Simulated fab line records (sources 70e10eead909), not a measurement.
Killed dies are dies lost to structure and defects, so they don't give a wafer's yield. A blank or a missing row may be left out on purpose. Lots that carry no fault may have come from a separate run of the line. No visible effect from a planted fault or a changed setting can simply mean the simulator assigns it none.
Which tool is to blame? :: flow nandHarc :: 14 lots, 42 wafers sampled, at 5 steps of a route of 1159

## WHAT THE GAUGES SHOWED, per wafer
NHARC_A_CHANNEL_HOLE_D1_CD_MEAS_30. Usual: cdNm reads 89.3 nm (standard deviation 1.6).
lot: L310
measured: day 8 13:33
on: cdSem-02
cdNm (nm): 90.7 88.0 89.8
flag: 

lot: L312
measured: day 9 02:09
on: cdSem-01
cdNm (nm): 87.6 88.8 86.2
flag: 

lot: L314
measured: day 9 15:02
on: cdSem-01
cdNm (nm): 90.2 89.3 91.1
flag: 

lot: L317
measured: day 10 11:26
on: cdSem-03
cdNm (nm): 89.3 89.4 89.8
flag: 

lot: L321
measured: day 11 01:05
on: cdSem-03
cdNm (nm): 90.4 89.5 90.4
flag: 

lot: L325
measured: day 12 08:47
on: cdSem-01
cdNm (nm): 88.1 89.8 89.7
flag: 

lot: L326
measured: day 12 08:52
on: cdSem-02
cdNm (nm): 87.4 88.3 88.4
flag: 

lot: L328
measured: day 13 00:07
on: cdSem-01
cdNm (nm): 88.6 88.2 90.6
flag: 

lot: L327
measured: day 13 00:37
on: cdSem-02
cdNm (nm): 87.0 88.4 89.6
flag: 

lot: L329
measured: day 13 04:17
on: cdSem-01
cdNm (nm): 89.7 90.1 90.0
flag: 

lot: L330
measured: day 14 04:22
on: cdSem-02
cdNm (nm): 86.9 90.3 85.8
flag: 

lot: L332
measured: day 14 08:31
on: cdSem-01
cdNm (nm): 88.3 87.0 89.6
flag: 

lot: L331
measured: day 14 12:42
on: cdSem-01
cdNm (nm): 87.7 92.0 91.3
flag: 

lot: L333
measured: day 14 22:17
on: cdSem-01
cdNm (nm): 87.8 89.9 90.2
flag: 

NHARC_A_CHANNEL_HOLE_D1_INSPECT_40. Usual: rawDefectCount reads 60 (standard deviation 16).
lot: L310
measured: day 8 13:44
on: defectInspect-01
rawDefectCount: 60 57 72
flag: 

lot: L312
measured: day 9 02:20
on: defectInspect-02
rawDefectCount: 65 64 53
flag: 

lot: L314
measured: day 9 15:14
on: defectInspect-01
rawDefectCount: 46 40 39
flag: 

lot: L317
measured: day 10 11:37
on: defectInspect-02
rawDefectCount: 55 58 41
flag: 

lot: L321
measured: day 11 01:17
on: defectInspect-01
rawDefectCount: 62 54 77
flag: 

lot: L325
measured: day 12 08:59
on: defectInspect-02
rawDefectCount: 46 73 76
flag: 

lot: L326
measured: day 12 09:04
on: defectInspect-02
rawDefectCount: 46 34 48
flag: 

lot: L328
measured: day 13 00:17
on: defectInspect-01
rawDefectCount: 67 60 45
flag: 

lot: L327
measured: day 13 00:48
on: defectInspect-01
rawDefectCount: 37 39 42
flag: 

lot: L329
measured: day 13 04:29
on: defectInspect-01
rawDefectCount: 71 93 73
flag: 

lot: L330
measured: day 14 04:33
on: defectInspect-02
rawDefectCount: 59 38 44
flag: 

lot: L332
measured: day 14 08:42
on: defectInspect-02
rawDefectCount: 46 51 40
flag: 

lot: L331
measured: day 14 12:53
on: defectInspect-01
rawDefectCount: 50 50 44
flag: 

lot: L333
measured: day 14 22:28
on: defectInspect-01
rawDefectCount: 59 28 29
flag: 

NHARC_END_SORT_01. Usual: killedAtArray 27, standard deviation 10; killedAtOther 0.6, standard deviation 0.83; killedAtPeriphery 2.4, standard deviation 1.8; killedDies 30, standard deviation 10; killedOpen 3.3, standard deviation 1.7; killedShort 1.8, standard deviation 1.4.
lot: L310
measured: day 19 21:22
on: prober-01
killedAtArray: 14 13 14
killedAtOther: 0 0 0
killedAtPeriphery: 1 3 2
killedDies: 15 16 16
killedOpen: 3 1 2
killedShort: 0 2 0
flag: 

lot: L312
measured: day 20 14:05
on: prober-02
killedAtArray: 28 34 24
killedAtOther: 1 0 0
killedAtPeriphery: 3 1 3
killedDies: 32 35 27
killedOpen: 2 1 3
killedShort: 1 3 0
flag: 

lot: L321
measured: day 21 09:49
on: prober-01
killedAtArray: 20 34 19
killedAtOther: 0 1 0
killedAtPeriphery: 1 3 4
killedDies: 21 38 23
killedOpen: 2 3 4
killedShort: 0 2 3
flag: 

lot: L326
measured: day 22 18:57
on: prober-01
killedAtArray: 39 37 35
killedAtOther: 0 0 1
killedAtPeriphery: 0 0 0
killedDies: 39 37 36
killedOpen: 1 3 2
killedShort: 2 5 3
flag: 

lot: L329
measured: day 24 01:17
on: prober-01
killedAtArray: 54 40 48
killedAtOther: 0 1 0
killedAtPeriphery: 4 2 3
killedDies: 58 43 51
killedOpen: 4 4 4
killedShort: 3 1 2
flag: 

lot: L330
measured: day 24 19:37
on: prober-01
killedAtArray: 17 20 19
killedAtOther: 4 2 0
killedAtPeriphery: 2 3 3
killedDies: 23 25 22
killedOpen: 8 4 6
killedShort: 2 1 1
flag: 

lot: L331
measured: day 25 03:20
on: prober-02
killedAtArray: 22 16 25
killedAtOther: 1 1 2
killedAtPeriphery: 7 12 3
killedDies: 30 29 30
killedOpen: 6 3 3
killedShort: 1 1 2
flag: 

lot: L333
measured: day 25 11:56
on: prober-02
killedAtArray: 34 27 30
killedAtOther: 1 1 2
killedAtPeriphery: 1 1 4
killedDies: 36 29 36
killedOpen: 5 3 2
killedShort: 0 2 1
flag: 

## TOOL THAT RAN EACH LOT (tool first, then ch and the chambers of the sampled wafers, then the start)
lot: L310
NHARC_A_CHANNEL_FILL_D1_ALD_14: aldHk-01 ch 2,3, day 8 20:58
NHARC_A_CHANNEL_FILL_D1_ETCHBACK_19: rieSi-06 ch 0,1, day 9 13:48

lot: L312
NHARC_A_CHANNEL_FILL_D1_ALD_14: aldHk-02 ch 1,3, day 9 11:56
NHARC_A_CHANNEL_FILL_D1_ETCHBACK_19: rieSi-06 ch 1,3, day 10 05:46

lot: L314
NHARC_A_CHANNEL_FILL_D1_ALD_14: aldHk-02 ch 0,2,3, day 9 22:34
NHARC_A_CHANNEL_FILL_D1_ETCHBACK_19: rieSi-06 ch 0,2,3, day 10 15:18

lot: L317
NHARC_A_CHANNEL_FILL_D1_ALD_14: aldHk-02 ch 0,3, day 10 21:21
NHARC_A_CHANNEL_FILL_D1_ETCHBACK_19: rieSi-06 ch 0,1,3, day 11 14:22

lot: L321
NHARC_A_CHANNEL_FILL_D1_ALD_14: aldHk-02 ch 0,3, day 11 06:53
NHARC_A_CHANNEL_FILL_D1_ETCHBACK_19: rieSi-05 ch 1,3, day 11 23:40

lot: L325
NHARC_A_CHANNEL_FILL_D1_ALD_14: aldHk-01 ch 0,2,3, day 12 16:49
NHARC_A_CHANNEL_FILL_D1_ETCHBACK_19: rieSi-05 ch 0,1,3, day 13 11:46

lot: L326
NHARC_A_CHANNEL_FILL_D1_ALD_14: aldHk-01 ch 1,2,3, day 12 17:01
NHARC_A_CHANNEL_FILL_D1_ETCHBACK_19: rieSi-02 ch 0,1,2, day 13 11:44

lot: L328
NHARC_A_CHANNEL_FILL_D1_ALD_14: aldHk-01 ch 1,3, day 13 08:14
NHARC_A_CHANNEL_FILL_D1_ETCHBACK_19: rieSi-05 ch 0,3, day 14 01:09

lot: L327
NHARC_A_CHANNEL_FILL_D1_ALD_14: aldHk-01 ch 0,3, day 13 07:59
NHARC_A_CHANNEL_FILL_D1_ETCHBACK_19: rieSi-02 ch 1,2, day 14 01:08

lot: L329
NHARC_A_CHANNEL_FILL_D1_ALD_14: aldHk-04 ch 0,1,2, day 13 13:19
NHARC_A_CHANNEL_FILL_D1_ETCHBACK_19: rieSi-05 ch 0,1, day 14 06:25

lot: L330
NHARC_A_CHANNEL_FILL_D1_ALD_14: aldHk-02 ch 1,2,3, day 14 11:47
NHARC_A_CHANNEL_FILL_D1_ETCHBACK_19: rieSi-05 ch 0,1,3, day 15 05:02

lot: L332
NHARC_A_CHANNEL_FILL_D1_ALD_14: aldHk-01 ch 0,2,3, day 14 15:58
NHARC_A_CHANNEL_FILL_D1_ETCHBACK_19: rieSi-02 ch 0,2,3, day 15 12:22

lot: L331
NHARC_A_CHANNEL_FILL_D1_ALD_14: aldHk-01 ch 0,2,3, day 14 22:22
NHARC_A_CHANNEL_FILL_D1_ETCHBACK_19: rieSi-05 ch 1,2,3, day 15 12:23

lot: L333
NHARC_A_CHANNEL_FILL_D1_ALD_14: aldHk-01 ch 1,3, day 15 05:49
NHARC_A_CHANNEL_FILL_D1_ETCHBACK_19: rieSi-06 ch 0,1,3, day 16 00:00
- NHARC_A_CHANNEL_FILL_D1_ALD_14: deposits SiO2, target thk 2.5 nm, pulse time 10 s, ald cycles 25.
- NHARC_A_CHANNEL_FILL_D1_ETCHBACK_19: etches the open film in HBr/Cl2, target depth 5 nm, time 1.7 s.

## WHAT THE TOOLS THEMSELVES READ (means of the sampled wafers that have a number; where no wafer has one, the mark that the record gives instead)
NHARC_A_CHANNEL_FILL_D1_ALD_14. Usual: heaterPowerW 473 W, standard deviation 39; precursorPulseHeightRel 1.003, standard deviation 0.019.
lot: L310
tool: aldHk-01
heaterPowerW (W): 458
precursorPulseHeightRel: 1.000
flag: 

lot: L312
tool: aldHk-02
heaterPowerW (W): 480
precursorPulseHeightRel: 1.015
flag: 

lot: L314
tool: aldHk-02
heaterPowerW (W): 470
precursorPulseHeightRel: 1.003
flag: 

lot: L317
tool: aldHk-02
heaterPowerW (W): 433
precursorPulseHeightRel: 0.990
flag: 

lot: L321
tool: aldHk-02
heaterPowerW (W): 444
precursorPulseHeightRel: 1.008
flag: 

lot: L325
tool: aldHk-01
heaterPowerW (W): 470
precursorPulseHeightRel: 1.003
flag: 

lot: L326
tool: aldHk-01
heaterPowerW (W): 464
precursorPulseHeightRel: 0.985
flag: 

lot: L328
tool: aldHk-01
heaterPowerW (W): 464
precursorPulseHeightRel: 1.014
flag: 

lot: L327
tool: aldHk-01
heaterPowerW (W): 502
precursorPulseHeightRel: 0.996
flag: 

lot: L329
tool: aldHk-04
heaterPowerW (W): 464
precursorPulseHeightRel: 1.010
flag: 

lot: L330
tool: aldHk-02
heaterPowerW (W): 483
precursorPulseHeightRel: 1.008
flag: 

lot: L332
tool: aldHk-01
heaterPowerW (W): 472
precursorPulseHeightRel: 0.992
flag: 

lot: L331
tool: aldHk-01
heaterPowerW (W): 467
precursorPulseHeightRel: 1.006
flag: 

lot: L333
tool: aldHk-01
heaterPowerW (W): 466
precursorPulseHeightRel: 1.004
flag: 

NHARC_A_CHANNEL_FILL_D1_ETCHBACK_19. Usual: drypumpMotorCurrentA 5.8 A, standard deviation 0.45; oesProductAu 0.999 a.u., standard deviation 0.014; throttleValvePct 26.405 %, standard deviation 0.0095.
lot: L310
tool: rieSi-06
drypumpMotorCurrentA (A): 5.9
oesProductAu (a.u.): 1.012
throttleValvePct (%): 26.405
flag: 

lot: L312
tool: rieSi-06
drypumpMotorCurrentA (A): 5.7
oesProductAu (a.u.): 0.990
throttleValvePct (%): 26.400
flag: 

lot: L314
tool: rieSi-06
drypumpMotorCurrentA (A): 5.9
oesProductAu (a.u.): 1.001
throttleValvePct (%): 26.405
flag: 

lot: L317
tool: rieSi-06
drypumpMotorCurrentA (A): 5.7
oesProductAu (a.u.): 1.001
throttleValvePct (%): 26.411
flag: 

lot: L321
tool: rieSi-05
drypumpMotorCurrentA (A): 5.8
oesProductAu (a.u.): 0.992
throttleValvePct (%): 26.410
flag: 

lot: L325
tool: rieSi-05
drypumpMotorCurrentA (A): 5.9
oesProductAu (a.u.): 0.989
throttleValvePct (%): 26.400
flag: 

lot: L326
tool: rieSi-02
drypumpMotorCurrentA (A): 5.6
oesProductAu (a.u.): 1.008
throttleValvePct (%): 26.404
flag: 

lot: L328
tool: rieSi-05
drypumpMotorCurrentA (A): 6.1
oesProductAu (a.u.): 0.980
throttleValvePct (%): 26.410
flag: 

lot: L327
tool: rieSi-02
drypumpMotorCurrentA (A): 5.4
oesProductAu (a.u.): 1.020
throttleValvePct (%): 26.408
flag: 

lot: L329
tool: rieSi-05
drypumpMotorCurrentA (A): 5.9
oesProductAu (a.u.): 0.995
throttleValvePct (%): 26.417
flag: 

lot: L330
tool: rieSi-05
drypumpMotorCurrentA (A): 6.0
oesProductAu (a.u.): 0.984
throttleValvePct (%): 26.413
flag: 

lot: L332
tool: rieSi-02
drypumpMotorCurrentA (A): 5.4
oesProductAu (a.u.): 0.996
throttleValvePct (%): 26.407
flag: 

lot: L331
tool: rieSi-05
drypumpMotorCurrentA (A): 5.9
oesProductAu (a.u.): 0.987
throttleValvePct (%): 26.396
flag: 

lot: L333
tool: rieSi-06
drypumpMotorCurrentA (A): 5.7
oesProductAu (a.u.): 0.997
throttleValvePct (%): 26.402
flag: 

## THE ANSWER, worked out from the rows above alone
Rule: a lot counts as off when the mean over its wafers that have a number is more than 3 standard deviations away from the usual mean. Also off: a lot with no number at a reading for which 4 or more lots have one. All remaining lots with rows at the step are treated as sound. The gauges are gone through in route order, then the tools' own readings, and for those a lot's mean is taken as printed above. The first step at which some lot is off is used, and at that step the reading that is off furthest; a lot without a number counts as furthest.
No lot is off at any reading shown: from this, nothing can be told.

## WHAT HAD BEEN PUT IN BY THE SIMULATOR
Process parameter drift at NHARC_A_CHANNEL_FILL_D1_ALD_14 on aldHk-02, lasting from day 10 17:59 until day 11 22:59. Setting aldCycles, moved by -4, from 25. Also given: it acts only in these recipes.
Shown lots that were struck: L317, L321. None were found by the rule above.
